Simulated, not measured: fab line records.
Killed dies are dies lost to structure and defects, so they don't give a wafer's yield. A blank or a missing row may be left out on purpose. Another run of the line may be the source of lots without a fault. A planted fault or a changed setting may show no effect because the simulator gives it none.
Chamber matching | flow n5-finfet | 4 sister chambers for N5_BEOL_M8_DESCUM_33 on rie-diel-01
The step chemistry O2, time 7 s. 22 wafers are shown with their chamber, then 11 later ones without.

## EACH WAFER AND ITS CHAMBER
wafer  | chamber | showerhead-plenum-p-Torr (Torr) | drypump-motor-current-A (A) | oes-product-au (a.u.)
L076.2 | 2       | 2.22                            | 6.0                         | 0.85
L076.3 | 1       | 2.14                            | 5.9                         | 0.67
L076.5 | 0       | 2.21                            | 5.3                         | 0.85
L075.4 | 3       | 2.04                            | 5.7                         | 0.86
L075.5 | 0       | 2.20                            | 5.3                         | 0.86
L075.6 | 3       | 2.04                            | 5.7                         | 0.86
L077.4 | 1       | 2.14                            | 5.9                         | 0.68
L077.5 | 2       | 2.22                            | 6.1                         | 0.85
L077.6 | 1       | 2.14                            | 5.9                         | 0.67
L078.1 | 2       | 2.22                            | 6.1                         | 0.84
L078.3 | 1       | 2.14                            | 5.9                         | 0.67
L078.4 | 0       | 2.20                            | 5.3                         | 0.85
L083.2 | 3       | 2.04                            | 5.7                         | 0.85
L083.3 | 1       | 2.14                            | 5.9                         | 0.67
L083.6 | 3       | 2.04                            | 5.7                         | 0.84
L082.2 | 2       | 2.21                            | 6.0                         | 0.83
L082.4 | 1       | 2.14                            | 5.9                         | 0.67
L082.5 | 1       | 2.14                            | 5.9                         | 0.67
L084.2 | 3       | 2.03                            | 5.6                         | 0.84
L084.3 | 2       | 2.21                            | 6.0                         | 0.83
L084.4 | 3       | 2.03                            | 5.7                         | 0.84
L089.3 | 2       | 2.21                            | 6.1                         | 0.83

SIGNATURES (averages over the wafers above)
reading                  | chamber 0 | chamber 1 | chamber 2 | chamber 3 | scatter within a chamber
showerhead-plenum-p-Torr | 2.2033    | 2.1400    | 2.2150    | 2.0367    | 0.00441
drypump-motor-current-A  | 5.300     | 5.900     | 6.050     | 5.683     | 0.036
oes-product-au           | 0.8533    | 0.6714    | 0.8383    | 0.8483    | 0.00788
Rule: a wafer lies at a distance from a chamber equal to the root of the sum of squares, over the readings, of (its reading less the chamber's mean, divided by the reading's scatter). The wafer belongs to the nearest chamber; if the next one is less than 2 further off, it can't be placed. The scatter: the root of (the sum of the squares of (reading less its chamber's mean) over the shown wafers, divided by (wafers less chambers)).

## WAFERS WITH NO CHAMBER GIVEN
wafer  | showerhead-plenum-p-Torr (Torr) | drypump-motor-current-A (A) | oes-product-au (a.u.)
L089.4 | 2.21                            | 6.1                         | 0.82
L089.5 | 2.03                            | 5.7                         | 0.83
L086.4 | 2.03                            | 5.7                         | 0.83
L086.5 | 2.20                            | 5.3                         | 0.83
L086.6 | 2.03                            | 5.7                         | 0.83
L090.2 | 2.19                            | 5.3                         | 0.83
L090.3 | 2.13                            | 5.9                         | 0.97
L090.4 | 2.21                            | 6.1                         | 0.82
L091.1 | 2.19                            | 5.3                         | 0.82
L091.3 | 2.13                            | 5.9                         | 0.94
L091.6 | 2.03                            | 5.7                         | 0.82

## WHICH CHAMBER EACH WENT THROUGH
wafer  | from the rows above          | in truth
L089.4 | 2                            | 2
L089.5 | 3                            | 3
L086.4 | 3                            | 3
L086.5 | 0                            | 0
L086.6 | 3                            | 3
L090.2 | 0                            | 0
L090.3 | can't be placed: 2 or 3 or 0 | 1
L090.4 | 2                            | 2
L091.1 | 0                            | 0
L091.3 | can't be placed: 2 or 3      | 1
L091.6 | 3                            | 3
Correctly placed: 9 of 11. These rows do not allow placing 2 (true chamber among the candidates in 0). Placed wrongly: 0.
